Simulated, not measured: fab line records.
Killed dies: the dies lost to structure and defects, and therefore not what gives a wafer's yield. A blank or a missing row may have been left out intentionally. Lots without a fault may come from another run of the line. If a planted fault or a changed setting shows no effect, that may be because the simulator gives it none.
fab line records | flow nandHarc
record lots=7 wafers=21 lastDay=24
route steps=1159 shown A_STAIRCASE@726 END@1159
lots with no fault: from the same line, run without faults
startH: hours from the record's first day to the start of the lot's first wafer shown | waitH: hours elapsed since this lot's preceding step | " identical to the entry in the row above | L1.1+2: several wafers, shown together as one row | - no value present, or no start provided | * or withheld: withheld | < > ~ a bound
route shown NAME@n: a module of which the file shows steps, and the number in the route of the first | usual: mean/standard deviation of fault-free wafers | same: alike in all rows | chamber/n: place in a boat | sites: per-site readings | _std_site: the standard deviation of these | _edge_site: the outer-site mean with the inner-site mean subtracted | radiusMm: how far each site lies from the wafer's centre | mask NAME#n: copy n | behind: the tool/chamber that last shaped the wafer | hold: why the lot went on hold/how many hours it stayed there/how the hold came to an end | device: transistor that didn't switch, given as n, p or np | end of line: the tests these same wafers got at the end of their route | for a step that has no rows: nothing shown but its recipe | killed: the dies lost at the first sort to structure and to defects; this is not the yield of the wafer | map: dies across one wafer; x = killed, . = not, _ = none there
set.NAME: setting as actually run; set.NAME@STEP: the setting as run at that earlier step | model.NAME: the simulator's own value behind a step, which no gauge read
a table for each step, a row for each wafer; lots at some steps of the route
services: a tool's chamber out of use, with start hour (startH, from the record's first day; less than 0 if before it), hours out, and reason
## steps
# step NHARC_A_STAIRCASE_DESCUM_443
# recipe timeS=3 o2FlowSccm=200 arFlowSccm=0 biasPowerW=0 chemistry=O2
# usual drypumpMotorCurrentA=5.76/0.27 oesProductAu=1.002/0.012 rfVppV=57.7/0.96 showerheadPlenumPTorr=1.90/0.084 throttleValvePct=11.310/0.0093
# columns lot.wafer tool chamber startH waitH drypumpMotorCurrentA oesProductAu rfHoursCounterH rfVppV showerheadPlenumPTorr throttleValvePct
L358.2 rieDiel-01 3 324.09 - 5.95 1.001 0 57.7 1.80 11.295
L358.3 " 1 " " 5.36 0.997 0 57.9 1.80 11.311
L358.6 " 3 " " 5.95 1.008 - 58.7 1.80 11.313
L364.3 rieDiel-02 0 357.25 - 6.02 0.984 8 58.7 1.83 11.294
L364.2 " 1 " " 6.19 1.011 8 57.0 1.89 11.310
L364.6 " 0 " " 6.02 0.980 - 57.5 1.83 11.314
L369.4 rieDiel-01 0 409.65 - 5.66 1.005 34 56.3 1.91 11.310
L369.2 " 1 " " 5.39 1.006 31 56.9 1.79 11.318
L369.5 " 0 " " 5.65 1.001 - 59.4 1.91 11.314
L368.4 rieDiel-02 1 409.68 - 6.19 1.006 28 55.9 1.88 11.297
L368.3 " 3 " " 5.28 0.990 25 57.4 1.87 11.321
L368.5 " 1 " " 6.21 1.022 - 58.2 1.88 11.306
L370.2 rieDiel-01 3 411.16 - 5.98 0.994 32 56.5 1.79 11.318
L370.1 " 1 " " 5.39 1.001 33 56.6 1.79 11.292
L370.3 " 2 " " 5.70 1.019 31 60.2 2.07 11.316
L376.2 rieDiel-02 0 427.05 - 6.04 0.994 34 56.3 1.82 11.315
L376.1 " 1 " " 6.23 0.996 35 56.5 1.88 11.322
L376.5 " 3 " " 5.27 0.976 - 56.5 1.87 11.321
L374.4 rieDiel-01 1 427.20 - 5.38 1.011 42 58.6 1.78 11.314
L374.2 " 2 " " 5.69 1.010 39 59.2 2.06 11.307
L374.1 " 3 " " 5.94 1.003 39 56.2 1.79 11.316
# step NHARC_A_STAIRCASE_ETCH_444
# recipe targetDepthA=1.02e+05 timeS=3400 c4f8FlowSccm=20 o2FlowSccm=10 arFlowSccm=withheld rfW=600 biasW=1000 chemistry=C4F8/O2
# usual oesProductAu=0.932/0.013 rfVppV=806/4.9
# columns lot.wafer tool chamber startH waitH oesProductAu rfHoursCounterH rfVppV
L358.3 rieDiel-01 2 324.56 0.4 0.962 1 815
L358.2 " 0 " " 0.944 1 808
L358.6 " 1 " " 0.944 - 800
L364.2 rieDiel-02 2 358.96 1.7 0.940 8 808
L364.3 " 0 " " 0.920 11 803
L364.6 " 1 " " 0.955 - 805
L369.4 rieDiel-01 1 409.96 0.3 0.920 32 799
L369.2 " 2 " " 0.933 31 817
L369.5 " 1 " " 0.923 - 800
L368.4 rieDiel-02 0 410.25 0.6 0.917 28 801
L368.3 " 1 " " 0.926 29 806
L368.5 " 3 " " 0.915 - 805
L370.2 rieDiel-01 1 411.60 0.4 0.923 33 800
L370.3 " 2 " " 0.933 32 814
L370.1 " 3 " " 0.928 32 798
L376.2 rieDiel-02 1 427.12 0.1 0.927 36 805
L376.1 " 2 " " 0.918 33 807
L376.5 " 2 " " 0.917 - 808
L374.1 rieDiel-01 0 427.51 0.3 0.920 45 808
L374.2 " 1 " " 0.937 43 798
L374.4 " 2 " " 0.930 40 816
# step NHARC_A_STAIRCASE_STRIP_446
# recipe powerW=1500 tempC=250 chemistry=O2
# usual drypumpMotorCurrentA=5.6/0.42 heaterPowerW=333/23
# columns lot.wafer tool chamber startH waitH drypumpMotorCurrentA heaterPowerW rfHoursCounterH
L358.2 plasmaAsher-02 1 326.64 0.1 4.9 299 47
L358.3 " 1 " " 4.9 310 -
L358.6 " 1 " " 4.9 297 -
L364.2 plasmaAsher-01 1 362.19 1.2 5.8 325 26
L364.3 " 1 " " 5.8 330 -
L364.6 " 1 " " 5.8 324 -
L369.2 plasmaAsher-02 1 411.99 0.0 4.9 296 14
L369.4 " 1 " " 4.9 299 -
L369.5 " 1 " " 4.9 297 -
L368.4 plasmaAsher-01 1 412.14 0.1 5.8 334 -
L368.3 " 0 " " 5.5 359 -
L368.5 " 1 " " 5.8 330 -
L370.1 plasmaAsher-01 1 413.64 0.0 5.8 329 44
L370.2 " 0 " " 5.5 351 44
L370.3 " 1 " " 5.8 321 -
L376.2 plasmaAsher-01 0 429.40 0.0 5.5 362 49
L376.1 " 1 " " 5.8 333 49
L376.5 " 1 " " 5.8 327 -
L374.1 plasmaAsher-02 1 429.54 0.1 4.9 300 21
L374.2 " 0 " " 6.1 347 21
L374.4 " 0 " " 6.1 343 -
# step NHARC_A_STAIRCASE_STRIP_447
# recipe timeS=900 tempC=130 chemistry=SPM
# step NHARC_A_STAIRCASE_PRECLEAN_448
# recipe timeS=* tempC=50 bathAgeMin=0 chemistry=SC1
# step NHARC_A_STAIRCASE_SRD_449
# step NHARC_A_STAIRCASE_CMP_450
# recipe targetThkNm=200 material=SiO2
# usual motorCurrentA=12.1/1.3 padLifeWafers=230/140
# columns lot.wafer tool chamber startH waitH motorCurrentA padLifeWafers
L358.2 cmp-04 3 327.43 - 15.1 139
L358.3 " 1 " " 13.7 141
L358.6 " 2 " " 11.6 -
L364.3 cmp-04 2 362.97 - 12.2 374
L364.2 " 3 " " 13.9 375
L364.6 " 0 " " 11.0 -
L369.2 cmp-04 1 412.82 - 12.9 49
L369.4 " 3 " " 13.8 51
L369.5 " 0 " " 11.0 -
L368.4 cmp-02 2 412.86 - 13.2 439
L368.3 " 3 " " 10.6 440
L368.5 " 1 " " 11.8 -
L370.3 cmp-01 1 414.44 - 11.4 168
L370.1 " 2 " " 12.7 169
L370.2 " 3 " " 10.0 170
L376.1 cmp-02 1 430.20 - 11.1 12
L376.2 " 3 " " 11.3 14
L376.5 " 2 " " 12.5 -
L374.2 cmp-01 3 430.42 - 10.1 288
L374.4 " 1 " " 11.9 290
L374.1 " 2 " " 12.9 291
# step NHARC_A_STAIRCASE_CMP_152
# usual motorCurrentA=12.1/1.3 padLifeWafers=236/140
# columns lot.wafer tool chamber startH waitH motorCurrentA padLifeWafers
L358.2 cmp-04 3 327.50 0.1 13.9 145
L358.3 " 1 " " 13.9 147
L358.6 " 2 " " 11.8 -
L364.3 cmp-04 2 363.05 0.1 12.0 380
L364.2 " 3 " " 14.0 381
L364.6 " 0 " " 11.7 -
L369.2 cmp-04 1 412.89 0.1 13.0 55
L369.4 " 3 " " 15.1 57
L369.5 " 0 " " 11.1 -
L368.4 cmp-02 2 412.93 0.1 11.8 445
L368.3 " 3 " " 10.4 446
L368.5 " 1 " " 11.2 -
L370.3 cmp-01 1 414.52 0.1 11.6 174
L370.1 " 2 " " 12.5 175
L370.2 " 3 " " 10.0 176
L376.1 cmp-02 1 430.27 0.1 11.0 18
L376.2 " 3 " " 10.9 20
L376.5 " 2 " " 12.9 -
L374.2 cmp-01 3 430.49 0.1 9.8 294
L374.4 " 1 " " 11.4 296
L374.1 " 2 " " 12.6 297
# step NHARC_A_STAIRCASE_SRD_154
# step NHARC_A_STAIRCASE_ETCH_403
# recipe targetDepthA=1082 chemistry=dHF material=SiO2
# step NHARC_A_STAIRCASE_ETCHBACK_422
# recipe targetDepthA=400 overEtchFrac=0.3 timeS=74.286 ionEnergyEv=120 ch3fFlowSccm=50 o2FlowSccm=30 arFlowSccm=200 rfW=500 biasW=100 chemistry=CH3F/O2
# usual biasW=100.02/0.28 ch3fFlowSccm=50.00/0.16 drypumpMotorCurrentA=5.78/0.27 oesProductAu=0.96/0.038 rfVppV=244.2/1.5 showerheadPlenumPTorr=2.45/0.099 throttleValvePct=20.663/0.0092
# columns lot.wafer tool chamber startH waitH biasW ch3fFlowSccm drypumpMotorCurrentA oesProductAu rfHoursCounterH rfVppV showerheadPlenumPTorr throttleValvePct
L358.2 rieDiel-01 2 327.95 0.1 100.03 49.92 5.76 1.00 2 247.8 2.66 20.666
L358.3 " 1 " " 100.23 50.29 5.37 0.99 2 242.1 2.31 20.657
L358.6 " 3 " " 99.82 50.30 6.00 0.97 - 243.3 2.32 20.660
L364.3 rieDiel-02 1 363.50 0.1 100.27 49.87 6.17 0.93 13 244.2 2.43 20.654
L364.2 " 2 " " 100.16 49.95 5.78 0.91 10 244.9 2.47 20.663
L364.6 " 0 " " 100.13 49.83 5.99 0.90 - 243.5 2.35 20.664
L369.4 rieDiel-02 0 413.57 0.3 - - - - - - - -
L369.2 " 1 " " - - - - - - - -
L369.5 " 3 " " - - - - - - - -
L368.4 rieDiel-02 2 413.66 0.4 - - - - - - - -
L368.3 " 3 " " - - - - - - - -
L368.5 " 1 " " - - - - - - - -
L370.1 rieDiel-07 0 414.98 0.1 - - - - - - - -
L370.3 " 1 " " - - - - - - - -
L370.2 " 2 " " - - - - - - - -
L376.2 rieDiel-01 2 430.73 0.1 100.02 50.02 5.72 0.94 41 246.6 2.64 20.680
L376.1 " 0 " " 100.29 49.67 5.66 0.93 47 245.4 2.45 20.685
L376.5 " 3 " " 100.07 50.15 5.97 0.93 - 243.1 2.30 20.673
L374.2 rieDiel-01 0 430.98 0.1 100.22 50.02 5.66 1.00 47 243.6 2.45 20.657
L374.1 " 1 " " 99.83 49.90 5.37 1.01 44 241.7 2.30 20.664
L374.4 " 2 " " 99.50 49.97 5.69 1.01 41 247.3 2.64 20.677
# step NHARC_A_STAIRCASE_ETCH_423
# recipe targetDepthA=300 chemistry=dHF material=SiO2
# step NHARC_END_SORT_01
# recipe tempC=25
# usual killedAtArray=28/11 killedAtOther=0.8/1.1 killedAtPeriphery=3.3/2.8 killedDies=32/11 killedOpen=3.3/1.9 killedShort=1.9/1.4
# same grossDies=677
# columns lot.wafer tool chamber startH waitH killedAtArray killedAtOther killedAtPeriphery killedDies killedOpen killedShort
L369.2 prober-01 0 553.91 2.8 675 1 1 677 3 1
L369.4 prober-01 0 555.54 3.4 676 0 1 677 4 4
L369.5 prober-01 0 556.35 3.8 675 0 2 677 3 4
L368.3 prober-02 0 554.75 3.1 673 0 4 677 8 3
L368.4 prober-02 0 555.56 3.4 676 1 0 677 4 1
L368.5 prober-02 0 556.36 3.7 676 0 1 677 2 3
L370.1 prober-01 0 561.02 2.5 676 0 1 677 0 1
L370.2 prober-01 0 561.82 2.8 671 2 4 677 3 3
L370.3 prober-01 0 562.62 3.1 673 2 2 677 4 1
# killed by level:class
L369.2 A_STAIRCASE:areaEtchback=656 A_CONTACT:chamberFilmFlake=8 A_CHANNEL_HOLE_D1:chamberFilmFlake=5 A_WL_FILL:chamberFilmFlake=2 P_M0:geometricParticle:open=1 A_WL_FILL:geometricParticle:short=1 A_CONTACT:geometricParticle:open=1 A_BLC:geometricParticle:open=1
L368.3 A_STAIRCASE:areaEtchback=619 A_CHANNEL_HOLE_D1:chamberFilmFlake=21 A_SLIT:chamberFilmFlake=15 A_CONTACT:chamberFilmFlake=6 A_STAIRCASE:chamberFilmFlake=4 A_WL_FILL:geometricParticle:short=2 A_BLC:geometricParticle:open=2 P_CONTACT:geometricParticle:open=1
L369.4 A_STAIRCASE:areaEtchback=663 A_CONTACT:chamberFilmFlake=4 A_CHANNEL_FILL_D1:geometricParticle:short=2 A_SGD_CUT:geometricParticle:open=2 A_CHANNEL_HOLE_D1:chamberFilmFlake=2 P_CONTACT:geometricParticle:short=1 A_ONON_D1:geometricParticle:short=1 A_CHANNEL_FILL_D1:geometricParticle:open=1
L368.4 A_STAIRCASE:areaEtchback=624 A_CHANNEL_HOLE_D1:chamberFilmFlake=20 A_CONTACT:chamberFilmFlake=15 A_SLIT:chamberFilmFlake=10 A_CONTACT:geometricParticle:open=2 A_CHANNEL_HOLE_D1:geometricParticle:open=1 A_M0:geometricParticle:short=1 A_M1:geometricParticle:open=1
L369.5 A_STAIRCASE:areaEtchback=655 A_CHANNEL_HOLE_D1:chamberFilmFlake=6 A_CONTACT:chamberFilmFlake=5 A_CHANNEL_FILL_D1:geometricParticle:short=2 P_CONTACT:geometricParticle:open=1 A_ONON_D1:geometricParticle:open=1 A_SGD_CUT:geometricParticle:short=1 A_M0:geometricParticle:open=1
L368.5 A_STAIRCASE:areaEtchback=627 A_CHANNEL_HOLE_D1:chamberFilmFlake=19 A_SLIT:chamberFilmFlake=13 A_CONTACT:chamberFilmFlake=10 A_CONTACT:geometricParticle:short=2 A_STAIRCASE:chamberFilmFlake=2 A_CHANNEL_FILL_D1:geometricParticle:short=1 A_CHANNEL_FILL_D1:geometricParticle:open=1
L370.1 A_STAIRCASE:areaEtchback=656 A_CHANNEL_HOLE_D1:chamberFilmFlake=8 A_STAIRCASE:chamberFilmFlake=7 A_CONTACT:chamberFilmFlake=2 A_SGD_CUT:geometricParticle:short=1 P_M1:chamberFilmFlake=1 A_WL_FILL:chamberFilmFlake=1 A_BONDPAD:chamberFilmFlake=1
L370.2 A_STAIRCASE:areaEtchback=653 A_STAIRCASE:chamberFilmFlake=10 P_M1:chamberFilmFlake=3 A_WL_FILL:geometricParticle:open=2 A_CHANNEL_HOLE_D1:chamberFilmFlake=2 THIN_TSV:chamberFilmFlake=2 P_M2:geometricParticle:open=1 A_SOURCE_PLATE:geometricParticle:short=1
L370.3 A_STAIRCASE:areaEtchback=649 A_STAIRCASE:chamberFilmFlake=7 A_CHANNEL_HOLE_D1:chamberFilmFlake=6 A_CONTACT:chamberFilmFlake=3 A_WL_FILL:geometricParticle:open=2 P_M1:chamberFilmFlake=2 A_WL_FILL:chamberFilmFlake=2 THIN_TSV:chamberFilmFlake=2
# map L368.3 (x killed, . not)
____________x____________
_________xxxxxxx_________
_______xxxxxxxxxxx_______
______xxxxxxxxxxxxx______
_____xxxxxxxxxxxxxxx_____
____xxxxxxxxxxxxxxxxx____
____xxxxxxxxxxxxxxxxx____
___xxxxxxxxxxxxxxxxxxx___
___xxxxxxxxxxxxxxxxxxx___
__xxxxxxxxxxxxxxxxxxxxx__
__xxxxxxxxxxxxxxxxxxxxx__
_xxxxxxxxxxxxxxxxxxxxxxx_
_xxxxxxxxxxxxxxxxxxxxxxx_
_xxxxxxxxxxxxxxxxxxxxxxx_
_xxxxxxxxxxxxxxxxxxxxxxx_
_xxxxxxxxxxxxxxxxxxxxxxx_
xxxxxxxxxxxxxxxxxxxxxxxxx
xxxxxxxxxxxxxxxxxxxxxxxxx
xxxxxxxxxxxxxxxxxxxxxxxxx
xxxxxxxxxxxxxxxxxxxxxxxxx
xxxxxxxxxxxxxxxxxxxxxxxxx
_xxxxxxxxxxxxxxxxxxxxxxx_
_xxxxxxxxxxxxxxxxxxxxxxx_
_xxxxxxxxxxxxxxxxxxxxxxx_
_xxxxxxxxxxxxxxxxxxxxxxx_
_xxxxxxxxxxxxxxxxxxxxxxx_
__xxxxxxxxxxxxxxxxxxxxx__
__xxxxxxxxxxxxxxxxxxxxx__
___xxxxxxxxxxxxxxxxxxx___
___xxxxxxxxxxxxxxxxxxx___
____xxxxxxxxxxxxxxxxx____
____xxxxxxxxxxxxxxxxx____
_____xxxxxxxxxxxxxxx_____
______xxxxxxxxxxxxx______
_______xxxxxxxxxxx_______
_________xxxxxxx_________
____________x____________
# map L369.2 (x killed, . not)
____________x____________
_________xxxxxxx_________
_______xxxxxxxxxxx_______
______xxxxxxxxxxxxx______
_____xxxxxxxxxxxxxxx_____
____xxxxxxxxxxxxxxxxx____
____xxxxxxxxxxxxxxxxx____
___xxxxxxxxxxxxxxxxxxx___
___xxxxxxxxxxxxxxxxxxx___
__xxxxxxxxxxxxxxxxxxxxx__
__xxxxxxxxxxxxxxxxxxxxx__
_xxxxxxxxxxxxxxxxxxxxxxx_
_xxxxxxxxxxxxxxxxxxxxxxx_
_xxxxxxxxxxxxxxxxxxxxxxx_
_xxxxxxxxxxxxxxxxxxxxxxx_
_xxxxxxxxxxxxxxxxxxxxxxx_
xxxxxxxxxxxxxxxxxxxxxxxxx
xxxxxxxxxxxxxxxxxxxxxxxxx
xxxxxxxxxxxxxxxxxxxxxxxxx
xxxxxxxxxxxxxxxxxxxxxxxxx
xxxxxxxxxxxxxxxxxxxxxxxxx
_xxxxxxxxxxxxxxxxxxxxxxx_
_xxxxxxxxxxxxxxxxxxxxxxx_
_xxxxxxxxxxxxxxxxxxxxxxx_
_xxxxxxxxxxxxxxxxxxxxxxx_
_xxxxxxxxxxxxxxxxxxxxxxx_
__xxxxxxxxxxxxxxxxxxxxx__
__xxxxxxxxxxxxxxxxxxxxx__
___xxxxxxxxxxxxxxxxxxx___
___xxxxxxxxxxxxxxxxxxx___
____xxxxxxxxxxxxxxxxx____
____xxxxxxxxxxxxxxxxx____
_____xxxxxxxxxxxxxxx_____
______xxxxxxxxxxxxx______
_______xxxxxxxxxxx_______
_________xxxxxxx_________
____________x____________
## services
# columns tool chamber startH hours kind
plasmaAsher-02 - 300.30 0.7 repair
cmp-04 - 301.11 4.0 pm
rieDiel-01 - 314.86 9.0 pm
rieDiel-01 0 314.86 9.0 ventCycle
rieDiel-01 1 314.86 9.0 ventCycle
rieDiel-01 2 314.86 9.0 ventCycle
rieDiel-01 3 314.86 9.0 ventCycle
rieDiel-01 0 323.86 - clean
rieDiel-01 1 323.86 - clean
rieDiel-01 1 323.86 - consumableReplace:focusRing
rieDiel-01 2 323.86 - clean
rieDiel-01 2 323.86 - consumableReplace:showerhead
cmp-02 - 324.65 4.0 pm
rieDiel-02 - 327.99 9.0 pm
cmp-02 - 340.43 1.0 repair
rieDiel-07 0 347.99 10.7 repair
cmp-04 - 357.44 0.5 repair
plasmaAsher-02 - 360.25 9.0 pm
cmp-01 - 375.50 4.0 pm
rieDiel-01 3 398.37 5.3 repair
cmp-04 - 399.11 4.0 pm
rieDiel-07 - 405.20 9.0 pm
cmp-04 - 422.64 2.6 repair
cmp-02 - 422.65 4.0 pm
## key
firstSign step=NHARC_A_STAIRCASE_ETCHBACK_422 reading=toolRecord direction=missing
effect step=NHARC_END_SORT_01 reading=killedAtArray direction=up sigmas=59 usual=28 struck=675
moreKillsBornAt NHARC_A_STAIRCASE_ETCHBACK_422@rieDiel-02=3844 NHARC_A_STAIRCASE_ETCHBACK_422@rieDiel-07=1957
metAt NHARC_A_STAIRCASE_ETCHBACK_422
struckWafers L368.3,L368.4,L368.5,L369.2,L369.4,L369.5,L370.1,L370.2,L370.3
laterRowsLeftOut L368.3,L368.4,L368.5,L369.2,L369.4,L369.5,L370.1,L370.2,L370.3
testerLeftOut L368,L369,L370
onsetBetween 363.50 413.57
fault kind=skippedStepWhole tool=rieDiel-02,rieDiel-07 chamber=- onsetH=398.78 steps=NHARC_A_STAIRCASE_ETCHBACK_422 scope=struckLotsOnly
# testerLeftOut: of these lots the tester's yield and bins aren't shown, on N5 and GAA mostly nor the transistor test; their killed dies are dies lost to structure and defects alone, not to doping, threshold or leakage, so they don't give the yield
# laterRowsLeftOut: the simulator's readings of these wafers behind a module that went badly wrong aren't trusted and aren't shown, but for the sort
